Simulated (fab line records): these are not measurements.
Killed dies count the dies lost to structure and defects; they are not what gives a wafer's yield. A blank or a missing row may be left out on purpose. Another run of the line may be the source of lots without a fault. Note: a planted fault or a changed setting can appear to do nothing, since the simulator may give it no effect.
fab line records | flow n5_finfet
record: lots: 24 wafers: 72 last_day: 19
route steps=1938 shown BEOL_M3@971
lots that met no fault: from a run of the same line without faults
start_h: hours from the record's opening day to when the first of the lot's shown wafers began | wait_h: hours from the lot's prior step to this one | " the same as in the row above | L1.1+2: one row covering several wafers at once | - no value present, or no start provided | * or withheld: withheld | < > ~ a bound
route shown NAME@n: NAME is a module with steps in the file, n the number in the route of the first one | usual: average and standard deviation across the fault-free wafers | same: alike in all rows | chamber/n: place in a boat | sites: each site's reading | _std_site: the standard deviation of these | _edge_site: inner sites' mean taken away from outer sites' mean | radius_mm: for every site, how far away it sits from the centre of the wafer | mask NAME#n: copy n | behind: tool/chamber where the wafer was last shaped | hold: why the lot was held/for how many hours/how that ended | device: the n, p or np transistor that did not switch | end of line: tests of these same wafers at the route's end | a step given without rows: its recipe and nothing more | killed: not the wafer's yield, but the dies lost to structure and defects at the first sort | map: per-die view of a wafer (x killed, . not killed, _ where there is no die)
set.NAME: the setting as run; set.NAME@STEP: as run at that earlier step | model.NAME: the simulator's own value behind a step, which no gauge read
the route's steps for a sample of lots (tables are steps, rows are wafers)
services: the hour from which a tool's chamber was out of use, counted from the record's first day as start_h (under 0 if before that day), plus the number of hours and why
== steps ==
step: N5_BEOL_M3_ETCH_69
recipe: chemistry: CF4 target: SiARC target_depth_a: 156 mask_material: CAR-EUV time_s: 26 ion_energy_ev: 80 pressure_mtorr: 40 source_w: 545 bias_w: 36 Ar_flow_sccm: 100 cf4_flow_sccm: 100 ends: cleared
usual: drypump_motor_current_A: 5.5/0.34 etch_rf_on_time_s: 26.0/0.74 oes_product_au: 0.64/0.068 rf_vpp_V: 183.7/1.3 showerhead_plenum_p_Torr: 2.11/0.07 throttle_valve_pct: 15.63/0.23
columns lot.wafer tool chamber start_h wait_h drypump_motor_current_A etch_rf_on_time_s oes_product_au rf_hours_counter_h rf_vpp_V showerhead_plenum_p_Torr throttle_valve_pct
L074.1 rie_diel-02 2 161.10 0.0 5.5 26.6 0.60 226 182.6 2.11 15.56
L074.4 " 3 " " 5.7 26.1 0.61 214 183.9 2.11 15.84
L074.6 " 2 " " 5.5 26.4 0.60 - 183.9 2.11 15.55
L075.1 rie_diel-06 2 164.58 0.0 5.2 25.8 0.61 214 185.8 2.21 15.70
L075.2 " 0 " " 5.0 26.6 0.75 25 184.7 2.09 15.25
L075.6 " 2 " " 5.2 26.1 0.61 - 185.4 2.21 15.71
L078.2 rie_diel-06 0 164.75 0.0 4.9 26.6 0.74 25 184.0 2.09 15.24
L078.3 " 3 " " 5.4 25.7 0.63 171 183.8 2.05 15.91
L078.6 " 0 " " 4.9 26.3 0.75 - 185.0 2.09 15.24
L077.4 rie_diel-02 2 170.26 0.0 5.5 26.5 0.61 - 184.1 2.11 15.56
L077.5 " 1 " " 6.0 27.1 0.61 - 183.4 2.04 15.35
L077.6 " 3 " " 5.7 25.8 0.62 - 182.9 2.11 15.85
L079.1 rie_diel-06 2 183.94 0.0 5.2 25.9 0.61 218 184.7 2.20 15.71
L079.4 " 3 " " 5.3 25.8 0.63 176 183.6 2.05 15.94
L079.6 " 2 " " 5.2 25.8 0.61 - 183.9 2.20 15.73
L080.2 rie_diel-06 0 184.12 0.0 4.9 26.6 0.74 30 185.0 2.09 15.25
L080.4 " 3 " " 5.4 25.8 0.63 176 183.9 2.05 15.95
L080.5 " 3 " " 5.4 25.7 0.63 - 182.1 2.05 15.92
L081.1 rie_diel-02 0 203.91 0.0 5.4 25.9 0.81 8 184.7 2.18 15.38
L081.2 " 1 " " 6.0 27.2 0.60 190 183.1 2.04 15.37
L081.6 " 1 " " 6.0 26.9 0.60 - 182.2 2.04 15.37
L082.1 rie_diel-06 0 221.93 0.0 4.9 26.5 0.74 36 182.9 2.09 15.29
L082.3 " 2 " " 5.2 25.7 0.61 222 184.1 2.20 15.72
L082.4 " 1 " " 5.7 24.8 0.63 208 182.3 2.05 15.63
L083.2 rie_diel-04 3 222.27 0.0 5.7 25.0 0.59 242 184.5 2.09 15.79
L083.3 " 1 " " 6.3 25.4 0.60 242 181.0 2.03 15.83
L083.6 " 0 " " 5.8 25.5 0.79 - 184.9 2.10 15.31
L084.1 rie_diel-04 1 245.61 0.0 6.2 25.9 0.58 246 182.1 2.03 15.82
L084.3 " 3 " " 5.6 25.4 0.58 245 182.3 2.09 15.79
L084.4 " 0 " " 5.8 25.5 0.77 32 184.0 2.10 15.30
L085.1 rie_diel-06 3 264.77 0.0 5.3 26.0 0.61 191 183.3 2.04 15.97
L085.4 " 0 " " 4.9 27.1 0.71 45 183.4 2.08 15.30
L085.6 " 0 " " 4.9 27.0 0.71 - 181.3 2.08 15.29
L087.1 rie_diel-04 3 268.97 0.0 5.7 25.1 0.58 250 183.6 2.09 15.81
L087.2 " 2 " " 5.2 27.1 0.60 184 183.9 2.22 15.71
L087.5 " 3 " " 5.6 25.4 0.58 - 184.8 2.09 15.82
L086.2 rie_diel-04 3 269.08 0.0 5.6 25.6 0.58 250 184.9 2.09 15.83
L086.4 " 0 " " 5.8 25.8 0.77 - 184.6 2.10 15.32
L086.5 " 3 " " 5.6 25.6 0.58 - 181.4 2.09 15.81
L089.2 rie_diel-06 3 273.87 0.0 5.4 26.2 0.62 195 182.8 2.04 15.95
L089.3 " 1 " " 5.7 25.3 0.63 222 183.2 2.05 15.64
L089.5 " 1 " " 5.6 25.2 0.62 - 183.5 2.05 15.65
L076.3 rie_diel-06 2 274.82 0.0 5.2 25.8 0.60 233 185.3 2.20 15.74
L076.4 " 0 " " 4.9 26.5 0.71 50 183.2 2.08 15.32
L076.6 " 2 " " 5.2 25.8 0.59 - 185.5 2.20 15.74
L090.2 rie_diel-04 0 275.00 0.0 5.8 25.3 0.77 41 183.8 2.10 15.32
L090.4 " 2 " " 5.2 27.0 0.61 - 184.9 2.21 15.72
L090.6 " 3 " " 5.7 25.1 0.58 - 183.8 2.09 15.82
L088.2 rie_diel-06 0 282.87 0.0 4.9 27.1 0.70 52 182.4 2.08 15.29
L088.3 " 2 " " 5.2 25.8 0.60 235 184.1 2.20 15.75
L088.6 " 1 " " 5.7 25.0 0.62 - 182.6 2.05 15.66
L091.2 rie_diel-06 3 283.24 0.0 5.4 26.6 0.61 197 181.9 2.04 15.96
L091.5 " 2 " " 5.3 26.0 0.59 - 185.8 2.20 15.74
L091.6 " 3 " " 5.4 26.5 0.60 - 182.1 2.04 15.97
L092.1 rie_diel-06 3 284.15 0.0 5.4 26.1 0.61 198 182.3 2.04 15.98
L092.2 " 0 " " 4.9 26.7 0.71 52 183.8 2.08 15.31
L092.4 " 2 " " 5.2 25.7 0.60 235 185.6 2.20 15.74
L093.2 rie_diel-04 0 289.24 0.0 5.8 25.7 0.76 47 181.8 2.10 15.31
L093.4 " 3 " " 5.6 25.3 0.58 259 184.6 2.09 15.83
L093.6 " 2 " " 5.2 27.0 0.60 - 184.3 2.21 15.72
L094.1 rie_diel-04 3 290.22 0.0 5.7 25.4 0.57 259 183.9 2.09 15.82
L094.3 " 2 " " 5.2 26.8 0.61 194 184.6 2.21 15.76
L094.4 " 1 " " 6.2 25.1 0.84 1 185.8 2.28 15.33
L095.2 rie_diel-06 2 290.92 0.0 5.3 26.0 0.58 237 185.2 2.20 15.74
L095.5 " 1 " " 5.7 25.2 0.62 - 182.9 2.04 15.64
L095.6 " 2 " " 5.2 26.0 0.59 - 186.2 2.20 15.74
L096.2 rie_diel-06 3 293.86 0.0 5.4 26.1 0.61 201 181.7 2.04 15.98
L096.5 " 3 " " 5.3 26.1 0.61 - 182.5 2.04 15.97
L096.6 " 0 " " 4.9 26.8 0.70 - 182.0 2.08 15.31
L097.1 rie_diel-06 3 300.76 0.0 5.4 26.1 0.61 203 181.9 2.04 15.98
L097.5 " 2 " " 5.2 26.0 0.59 - 185.9 2.20 15.75
L097.6 " 1 " " 5.7 25.0 0.62 - 182.8 2.04 15.67
step: N5_BEOL_M3_STRIP_97
recipe: chemistry: N2/H2 time_s: 10 power_w: 450 temp_c: 40 pressure_mtorr: 20 rf_frequency_hz: 6e+07 bias_power_w: 7 n2_flow_sccm: 200 h2_flow_sccm: 200
usual: drypump_motor_current_A: 5.5/0.38 n2_flow_sccm: 200.0/0.58 oes_product_au: 0.76/0.09 rf_vpp_V: 59.2/0.87 showerhead_plenum_p_Torr: 2.52/0.1 throttle_valve_pct: 23.70/0.25
columns lot.wafer tool chamber start_h wait_h drypump_motor_current_A n2_flow_sccm oes_product_au rf_hours_counter_h rf_vpp_V showerhead_plenum_p_Torr throttle_valve_pct
L074.1 rie_diel-02 1 - - 6.0 200.0 0.71 181 59.8 2.43 23.46
L074.4 " 3 " " 5.8 199.7 0.71 - 58.8 2.50 24.03
L074.6 " 1 " " 6.1 200.9 0.71 - 56.6 2.43 23.47
L075.1 rie_diel-02 3 - - 5.7 199.2 0.71 221 59.3 2.50 24.03
L075.2 " 2 " " 5.5 199.6 0.71 233 59.4 2.51 23.46
L075.6 " 2 " " 5.5 200.1 0.70 - 59.1 2.51 23.46
L078.2 rie_diel-06 3 - - 5.4 199.2 0.73 178 59.5 2.42 23.88
L078.3 " 1 " " 5.7 199.8 0.72 205 58.9 2.40 23.33
L078.6 " 1 " " 5.6 200.7 0.72 - 56.8 2.40 23.35
L077.4 rie_diel-04 2 - - 5.3 200.4 0.72 172 60.2 2.66 23.97
L077.5 " 3 " " 5.6 199.5 0.67 - 61.0 2.50 23.91
L077.6 " 2 " " 5.3 200.2 0.72 - 60.5 2.65 23.98
L079.1 rie_diel-06 3 - - 5.4 200.4 0.74 182 60.0 2.42 23.91
L079.4 " 1 " " 5.7 199.2 0.73 209 58.6 2.40 23.34
L079.6 " 1 " " 5.7 200.1 0.73 - 59.0 2.40 23.35
L080.2 rie_diel-06 0 - - 4.9 200.8 0.87 36 59.6 2.48 23.43
L080.4 " 1 " " 5.7 200.5 0.73 209 58.7 2.40 23.36
L080.5 " 3 " " 5.3 199.8 0.73 - 61.0 2.42 23.90
L081.1 rie_diel-02 0 - - 5.4 200.4 0.95 15 59.0 2.58 23.51
L081.2 " 1 " " 6.0 200.9 0.71 198 58.0 2.42 23.49
L081.6 " 2 " " 5.5 200.6 0.69 - 59.1 2.50 23.49
L082.1 rie_diel-06 1 - - 5.7 198.8 0.73 213 59.7 2.40 23.34
L082.3 " 3 " " 5.3 199.0 0.73 186 60.3 2.42 23.90
L082.4 " 0 " " 4.9 198.9 0.85 40 59.6 2.48 23.42
L083.2 rie_diel-04 2 - - 5.2 199.5 0.72 179 58.8 2.65 23.99
L083.3 " 0 " " 5.8 200.6 0.91 32 58.5 2.49 23.47
L083.6 " 3 " " 5.6 200.6 0.67 - 59.6 2.50 23.92
L084.1 rie_diel-04 2 - - 5.2 199.6 0.71 181 59.6 2.65 23.99
L084.3 " 3 " " 5.7 199.2 0.66 247 60.1 2.50 23.92
L084.4 " 0 " " 5.8 200.0 0.91 34 59.8 2.49 23.48
L085.1 rie_diel-04 3 - - 5.7 200.8 0.67 255 60.5 2.50 23.93
L085.4 " 2 " " 5.3 199.0 0.71 - 60.0 2.65 24.02
L085.6 " 0 " " 5.8 200.1 0.89 - 59.1 2.49 23.48
L087.1 rie_diel-06 3 - - 5.4 200.7 0.71 196 59.0 2.42 23.91
L087.2 " 1 " " 5.6 200.0 0.72 224 59.7 2.39 23.35
L087.5 " 3 " " 5.3 200.5 0.71 - 59.7 2.42 23.91
L086.2 rie_diel-04 3 - - 5.7 200.7 0.66 255 60.0 2.49 23.93
L086.4 " 0 " " 5.8 200.5 0.88 - 59.6 2.49 23.50
L086.5 " 3 " " 5.7 200.3 0.66 - 59.5 2.49 23.94
L089.2 rie_diel-06 1 - - 5.7 200.2 0.71 228 58.9 2.39 23.36
L089.3 " 0 " " 4.9 199.6 0.84 56 59.4 2.48 23.44
L089.5 " 0 " " 4.9 200.3 0.83 - 58.7 2.48 23.45
L076.3 rie_diel-06 0 - - 4.9 199.8 0.84 56 59.9 2.48 23.44
L076.4 " 3 " " 5.5 200.2 0.72 201 58.6 2.41 23.90
L076.6 " 1 " " 5.6 200.8 0.71 - 58.5 2.39 23.36
L090.2 rie_diel-04 1 - - 6.3 201.5 0.96 4 59.1 2.72 23.75
L090.4 " 1 " " 6.2 201.1 0.95 - 59.8 2.72 23.74
L090.6 " 2 " " 5.3 200.7 0.71 - 59.8 2.64 24.01
L088.2 rie_diel-04 0 - - 5.8 200.0 0.86 55 59.1 2.48 23.50
L088.3 " 1 " " 6.3 199.7 0.95 10 60.2 2.71 23.75
L088.6 " 2 " " 5.3 199.7 0.69 - 58.9 2.64 24.03
L091.2 rie_diel-06 1 - - 5.7 199.5 0.70 235 58.2 2.39 23.38
L091.5 " 0 " " 4.9 199.9 0.82 - 60.0 2.47 23.45
L091.6 " 3 " " 5.4 200.5 0.71 - 58.2 2.41 23.93
L092.1 rie_diel-04 1 - - 6.2 200.2 0.94 13 59.4 2.71 23.75
L092.2 " 2 " " 5.3 200.9 0.70 206 60.5 2.64 24.03
L092.4 " 2 " " 5.2 200.2 0.70 - 59.4 2.64 24.03
L093.2 rie_diel-04 0 - - 5.8 199.6 0.86 61 59.0 2.48 23.50
L093.4 " 2 " " 5.3 198.6 0.69 - 59.2 2.64 24.03
L093.6 " 1 " " 6.3 199.5 0.93 - 59.7 2.71 23.75
L094.1 rie_diel-04 0 - - 5.7 200.0 0.86 62 60.4 2.48 23.51
L094.3 " 1 " " 6.3 199.7 0.93 16 59.2 2.71 23.76
L094.4 " 1 " " 6.2 199.1 0.93 - 58.9 2.71 23.75
L095.2 rie_diel-06 1 - - 5.7 200.2 0.71 241 58.3 2.39 23.38
L095.5 " 3 " " 5.3 199.6 0.70 - 59.0 2.41 23.94
L095.6 " 0 " " 4.9 200.5 0.82 - 58.8 2.47 23.45
L096.2 rie_diel-04 3 - - 5.7 199.9 0.99 1 60.7 2.49 23.52
L096.5 " 2 " " 5.3 200.7 0.69 - 58.2 2.64 24.03
L096.6 " 1 " " 6.3 199.8 0.92 - 60.3 2.71 23.74
L097.1 rie_diel-06 1 - - 5.7 199.6 0.71 243 58.6 2.38 23.39
L097.5 " 1 " " 5.7 200.0 0.70 - 58.6 2.39 23.38
L097.6 " 0 " " 4.9 200.0 0.80 - 59.8 2.47 23.45
step: N5_BEOL_M3_SURFACE_TREAT_85
recipe: gas: Ar time_s: * ion_energy_ev: * ion_current_ma_cm2: 0.5 pressure_mtorr: * ar_flow_sccm: 30
usual: throttle_valve_pct: *
columns lot.wafer tool chamber start_h wait_h throttle_valve_pct
L074.1 pvd_sputter-02 - 180.58 1.8 *
L074.4 " - " " *
L074.6 " - " " *
L075.1 pvd_sputter-03 - 183.57 0.1 *
L075.2 " - " " *
L075.6 " - " " *
L078.2 pvd_sputter-02 - 196.91 0.1 *
L078.3 " - " " *
L078.6 " - " " *
L077.4 pvd_sputter-03 - 210.05 0.1 *
L077.5 " - " " *
L077.6 " - " " *
L079.1 pvd_sputter-03 - 223.92 0.1 *
L079.4 " - " " *
L079.6 " - " " *
L080.2 pvd_sputter-03 - 226.80 0.2 *
L080.4 " - " " *
L080.5 " - " " *
L081.1 pvd_sputter-03 - 230.53 0.2 *
L081.2 " - " " *
L081.6 " - " " *
L082.1 pvd_sputter-02 - 238.99 0.2 *
L082.3 " - " " *
L082.4 " - " " *
L083.2 pvd_sputter-02 - 244.01 0.1 *
L083.3 " - " " *
L083.6 " - " " *
L084.1 pvd_sputter-02 - 256.37 0.1 *
L084.3 " - " " *
L084.4 " - " " *
L085.1 pvd_sputter-02 - 281.87 0.2 *
L085.4 " - " " *
L085.6 " - " " *
L086.2 pvd_sputter-01 - 281.96 0.1 *
L086.4 " - " " *
L086.5 " - " " *
L087.1 pvd_sputter-02 - 281.99 0.1 *
L087.2 " - " " *
L087.5 " - " " *
L076.3 pvd_sputter-01 - 296.57 0.2 *
L076.4 " - " " *
L076.6 " - " " *
L089.2 pvd_sputter-03 - 296.67 0.4 *
L089.3 " - " " *
L089.5 " - " " *
L090.2 pvd_sputter-03 - 300.06 0.1 *
L090.4 " - " " *
L090.6 " - " " *
L088.2 pvd_sputter-03 - 316.04 0.4 *
L088.3 " - " " *
L088.6 " - " " *
L091.2 pvd_sputter-03 - 316.44 0.4 *
L091.5 " - " " *
L091.6 " - " " *
L092.1 pvd_sputter-02 - 323.33 0.4 *
L092.2 " - " " *
L092.4 " - " " *
L093.2 pvd_sputter-03 - 327.17 0.2 *
L093.4 " - " " *
L093.6 " - " " *
L094.1 pvd_sputter-02 - 327.61 0.3 *
L094.3 " - " " *
L094.4 " - " " *
L095.2 pvd_sputter-02 - 330.51 0.1 *
L095.5 " - " " *
L095.6 " - " " *
L096.2 pvd_sputter-01 - 330.59 0.1 *
L096.5 " - " " *
L096.6 " - " " *
L097.1 pvd_sputter-01 - 333.77 0.2 *
L097.5 " - " " *
L097.6 " - " " *
step: N5_BEOL_M3_ANNEAL_49
recipe: temp_c: 400 time_s: 240 ambient: vacuum
usual: heater_power_w: 805/67 susceptor_temp_C_max: 401.2/0.44
columns lot.wafer tool chamber start_h wait_h heater_power_w susceptor_temp_C_max
L074.1 pvd_sputter-03 - 180.95 0.0 760 401.3
L074.4 " - " " 722 401.3
L074.6 " - " " 953 401.4
L075.1 pvd_sputter-02 - 183.97 0.0 814 401.2
L075.2 " - " " 812 400.6
L075.6 " - " " 785 400.8
L078.2 pvd_sputter-03 - 197.30 0.0 953 401.4
L078.3 " - " " 708 401.0
L078.6 " - " " 778 401.4
L077.4 pvd_sputter-02 - 210.40 0.0 784 400.7
L077.5 " - " " 799 401.0
L077.6 " - " " 787 400.3
L079.1 pvd_sputter-03 - 224.48 0.0 939 401.5
L079.4 " - " " 709 401.2
L079.6 " - " " 932 401.8
L080.2 pvd_sputter-03 - 227.26 0.0 718 400.3
L080.4 " - " " 844 400.9
L080.5 " - " " 724 400.8
L081.1 pvd_sputter-03 - 230.87 0.0 743 401.4
L081.2 " - " " 918 402.0
L081.6 " - " " 730 400.9
L082.1 pvd_sputter-02 - 239.36 0.0 809 400.7
L082.3 " - " " 710 402.1
L082.4 " - " " 828 400.7
L083.2 pvd_sputter-02 - 244.36 0.0 815 400.5
L083.3 " - " " 777 400.9
L083.6 " - " " 738 401.4
L084.1 pvd_sputter-02 - 256.74 0.0 793 401.0
L084.3 " - " " 791 401.3
L084.4 " - " " 719 401.7
L085.1 pvd_sputter-03 - 282.25 0.0 826 400.9
L085.4 " - " " 781 401.1
L085.6 " - " " 772 400.7
L087.1 pvd_sputter-01 - 282.38 0.0 913 401.6
L087.2 " - " " 794 400.8
L087.5 " - " " 902 401.3
L086.2 pvd_sputter-02 - 284.07 0.0 804 401.1
L086.4 " - " " 731 401.4
L086.5 " - " " 806 401.2
L076.3 pvd_sputter-03 - 296.99 0.0 923 402.3
L076.4 " - " " 722 400.8
L076.6 " - " " 776 400.7
L089.2 pvd_sputter-02 - 297.09 0.0 812 401.1
L089.3 " - " " 825 400.8
L089.5 " - " " 805 400.7
L090.2 pvd_sputter-03 - 300.36 0.0 735 400.9
L090.4 " - " " 771 401.0
L090.6 " - " " 919 402.3
L088.2 pvd_sputter-03 - 317.09 0.0 948 401.5
L088.3 " - " " 781 400.6
L088.6 " - " " 828 400.9
L091.2 pvd_sputter-01 - 318.30 0.0 812 401.5
L091.5 " - " " 814 401.1
L091.6 " - " " 872 401.4
L092.1 pvd_sputter-03 - 325.11 0.0 726 400.7
L092.2 " - " " 786 400.8
L092.4 " - " " 942 402.1
L093.2 pvd_sputter-03 - 327.54 0.0 840 400.9
L093.4 " - " " 715 401.0
L093.6 " - " " 923 401.8
L094.1 pvd_sputter-01 - 328.71 0.0 846 400.9
L094.3 " - " " 793 401.1
L094.4 " - " " 769 401.6
L095.2 pvd_sputter-03 - 330.83 0.0 932 401.9
L095.5 " - " " 701 401.0
L095.6 " - " " 837 401.0
L096.2 pvd_sputter-01 - 330.93 0.0 864 401.4
L096.5 " - " " 761 401.1
L096.6 " - " " 849 401.2
L097.1 pvd_sputter-02 - 334.10 0.0 825 401.1
L097.5 " - " " 797 400.6
L097.6 " - " " 781 400.6
step: N5_BEOL_M3_SPUTTER_90
recipe: material: Cu target_thk_a: 45 temp_c: -20 chamber_pressure_pa: 0.07 power_w: withheld time_s: 8.29
usual: chamber_pressure_pa: 0.06998/0.00014 chuck_sensor_temp_C: -16.0/0.61 throttle_valve_pct: 30.2/0.72
columns lot.wafer tool chamber start_h wait_h chamber_pressure_pa chuck_sensor_temp_C throttle_valve_pct
L074.1 pvd_sputter-03 - 181.97 0.1 0.0701 -15.9 29.8
L074.4 " - " " 0.07002 -15.2 31.4
L074.6 " - " " 0.06987 -17.1 29.6
L075.1 pvd_sputter-02 - 184.99 0.1 0.06996 -16.1 31.3
L075.2 " - " " 0.07008 -16.3 30.5
L075.6 " - " " 0.07017 -16.2 30.3
L078.2 pvd_sputter-03 - 198.32 0.1 0.07004 -17.0 29.4
L078.3 " - " " 0.07003 -15.4 31.1
L078.6 " - " " 0.06988 -16.0 29.8
L077.4 pvd_sputter-02 - 211.42 0.1 0.06981 -16.2 30.6
L077.5 " - " " 0.07013 -16.2 30.0
L077.6 " - " " 0.06991 -16.2 30.7
L079.1 pvd_sputter-03 - 225.50 0.1 0.06994 -17.3 29.6
L079.4 " - " " 0.0699 -15.1 30.9
L079.6 " - " " 0.07009 -16.9 29.5
L080.2 pvd_sputter-03 - 228.28 0.1 0.07015 -15.3 30.8
L080.4 " - " " 0.0701 -15.3 30.1
L080.5 " - " " 0.07028 -15.2 31.2
L081.1 pvd_sputter-03 - 231.89 0.1 0.07015 -16.2 29.8
L081.2 " - " " 0.06987 -17.0 29.4
L081.6 " - " " 0.07005 -15.4 30.9
L082.1 pvd_sputter-02 - 240.38 0.1 0.06986 -16.3 30.4
L082.3 " - " " 0.06978 -15.8 29.1
L082.4 " - " " 0.0699 -16.0 31.4
L083.2 pvd_sputter-02 - 245.38 0.1 0.06983 -16.1 31.0
L083.3 " - " " 0.07003 -16.2 30.7
L083.6 " - " " 0.0697 -15.8 29.4
L084.1 pvd_sputter-02 - 257.76 0.1 0.06991 -15.9 31.0
L084.3 " - " " 0.06993 -16.3 30.8
L084.4 " - " " 0.06992 -15.9 29.1
L085.1 pvd_sputter-03 - 283.27 0.1 0.06993 -15.3 30.2
L085.4 " - " " 0.06979 -16.0 29.9
L085.6 " - " " 0.0701 -16.0 29.8
L087.1 pvd_sputter-01 - 283.40 0.1 0.06993 -16.4 31.4
L087.2 " - " " 0.06973 -17.2 31.0
L087.5 " - " " 0.07035 -16.4 31.2
L086.2 pvd_sputter-02 - 285.09 0.1 0.07 -16.2 30.4
L086.4 " - " " 0.06995 -16.0 29.1
L086.5 " - " " 0.06995 -15.8 31.0
L076.3 pvd_sputter-03 - 298.01 0.1 0.07006 -17.1 29.5
L076.4 " - " " 0.0701 -15.6 31.1
L076.6 " - " " 0.07009 -16.1 29.8
L089.2 pvd_sputter-02 - 298.11 0.1 0.07018 -16.1 30.6
L089.3 " - " " 0.06996 -15.9 31.0
L089.5 " - " " 0.06998 -15.9 31.0
L090.2 pvd_sputter-03 - 301.38 0.1 0.07032 -15.4 31.1
L090.4 " - " " 0.06986 -16.2 29.6
L090.6 " - " " 0.07009 -17.1 29.6
L088.2 pvd_sputter-03 - 318.11 0.1 0.07017 -17.1 29.4
L088.3 " - " " 0.06999 -16.1 29.9
L088.6 " - " " 0.07025 -15.5 30.2
L091.2 pvd_sputter-01 - 319.32 0.1 0.06992 -17.2 30.8
L091.5 " - " " 0.06985 -17.1 30.8
L091.6 " - " " 0.06991 -15.6 29.5
L092.1 pvd_sputter-03 - 326.13 0.1 0.06989 -15.3 31.2
L092.2 " - " " 0.0701 -16.0 29.5
L092.4 " - " " 0.06987 -17.2 29.5
L093.2 pvd_sputter-03 - 328.56 0.1 0.07014 -15.3 30.0
L093.4 " - " " 0.06994 -15.2 31.0
L093.6 " - " " 0.06979 -17.3 29.6
L094.1 pvd_sputter-01 - 329.73 0.1 0.06999 -15.7 29.4
L094.3 " - " " 0.06994 -17.3 30.8
L094.4 " - " " 0.07013 -16.7 28.9
L095.2 pvd_sputter-03 - 331.85 0.1 0.0701 -17.2 29.6
L095.5 " - " " 0.07028 -15.3 31.0
L095.6 " - " " 0.06984 -15.3 30.3
L096.2 pvd_sputter-01 - 331.95 0.1 0.07025 -15.5 29.6
L096.5 " - " " 0.06993 -16.6 29.2
L096.6 " - " " 0.06997 -15.4 29.9
L097.1 pvd_sputter-02 - 335.12 0.1 0.06994 -16.2 31.3
L097.5 " - " " 0.06972 -16.3 30.9
L097.6 " - " " 0.06985 -16.2 30.1
step: N5_BEOL_M3_CO_CAP_55
recipe: material: Co target_thk_a: 20 temp_c: 200 precursor: CCTBA/H2 pressure_torr: 30 time_s: 102.1
usual: heater_power_w: 238/10
columns lot.wafer tool chamber start_h wait_h heater_power_w
L074.1 cvd_co-02 1 183.49 0.0 257
L074.4 " 1 " " 246
L074.6 " 0 " " 242
L075.1 cvd_co-01 2 186.51 0.0 244
L075.2 " 1 " " 237
L075.6 " 1 " " 235
L078.2 cvd_co-02 0 199.84 0.0 245
L078.3 " 2 " " 222
L078.6 " 0 " " 247
L077.4 cvd_co-01 0 212.98 0.0 233
L077.5 " 1 " " 229
L077.6 " 2 " " 241
L079.1 cvd_co-01 2 227.08 0.0 246
L079.4 " 1 " " 234
L079.6 " 2 " " 240
L080.2 cvd_co-01 1 229.80 0.0 240
L080.4 " 0 " " 231
L080.5 " 2 " " 242
L081.1 cvd_co-02 2 233.50 0.0 225
L081.2 " 1 " " 254
L081.6 " 1 " " 249
L082.1 cvd_co-02 1 241.90 0.0 249
L082.3 " 2 " " 227
L082.4 " 1 " " 249
L083.2 cvd_co-01 2 246.92 0.0 242
L083.3 " 0 " " 224
L083.6 " 2 " " 243
L084.1 cvd_co-02 2 259.29 0.0 229
L084.3 " 1 " " 251
L084.4 " 1 " " 252
L085.1 cvd_co-02 2 284.88 0.0 223
L085.4 " 2 " " 226
L085.6 " 0 " " 250
L087.1 cvd_co-01 1 285.07 0.0 232
L087.2 " 0 " " 221
L087.5 " 1 " " 234
L086.2 cvd_co-01 2 286.61 0.0 247
L086.4 " 1 " " 235
L086.5 " 2 " " 243
L076.3 cvd_co-02 1 299.53 0.0 256
L076.4 " 1 " " 253
L076.6 " 0 " " 249
L089.2 cvd_co-02 1 299.64 0.0 260
L089.3 " 2 " " 224
L089.5 " 2 " " 228
L090.2 cvd_co-01 1 302.91 0.0 235
L090.4 " 1 " " 230
L090.6 " 0 " " 229
L088.2 cvd_co-02 1 320.58 0.0 252
L088.3 " 2 " " 220
L088.6 " 2 " " 227
L091.2 cvd_co-02 1 320.94 0.0 249
L091.5 " 2 " " 216
L091.6 " 1 " " 258
L092.1 cvd_co-01 1 328.06 0.0 232
L092.2 " 0 " " 228
L092.4 " 2 " " 249
L093.2 cvd_co-01 1 330.09 0.0 235
L093.4 " 2 " " 241
L093.6 " 0 " " 231
L094.1 cvd_co-01 0 331.26 0.0 230
L094.3 " 2 " " 243
L094.4 " 2 " " 237
L095.2 cvd_co-01 2 333.38 0.0 253
L095.5 " 0 " " 231
L095.6 " 2 " " 248
L096.2 cvd_co-02 2 333.50 0.0 222
L096.5 " 0 " " 248
L096.6 " 2 " " 231
L097.1 cvd_co-02 2 338.09 0.0 225
L097.5 " 2 " " 223
L097.6 " 0 " " 254
== services ==
columns tool chamber start_h hours kind
rie_diel-02 1 154.13 5.4 repair
cvd_co-01 1 159.00 11.8 repair
rie_diel-04 3 167.41 8.7 repair
rie_diel-02 - 179.40 1.0 repair
rie_diel-06 2 189.08 10.0 repair
pvd_sputter-03 - 205.12 1.6 repair
cvd_co-02 - 223.15 3.8 pm
rie_diel-06 2 226.76 7.4 repair
rie_diel-04 3 236.60 5.9 repair
pvd_sputter-01 - 237.91 1.1 repair
rie_diel-02 - 257.06 72.1 repair
cvd_co-01 - 269.08 2.8 pm
cvd_co-02 - 271.83 6.9 pm
cvd_co-01 - 289.41 7.4 repair
rie_diel-04 3 294.15 6.5 repair
cvd_co-01 - 303.92 14.6 pm
cvd_co-02 0 312.38 18.0 repair
cvd_co-01 - 318.52 6.9 pm
rie_diel-06 2 324.33 - clean
rie_diel-06 2 324.33 - consumable_replace:focus_ring
rie_diel-02 - 329.20 14.6 pm
rie_diel-06 3 331.95 2.6 repair
rie_diel-04 - 336.59 4.8 repair
rie_diel-06 - 338.02 0.6 repair
== key ==
fault none
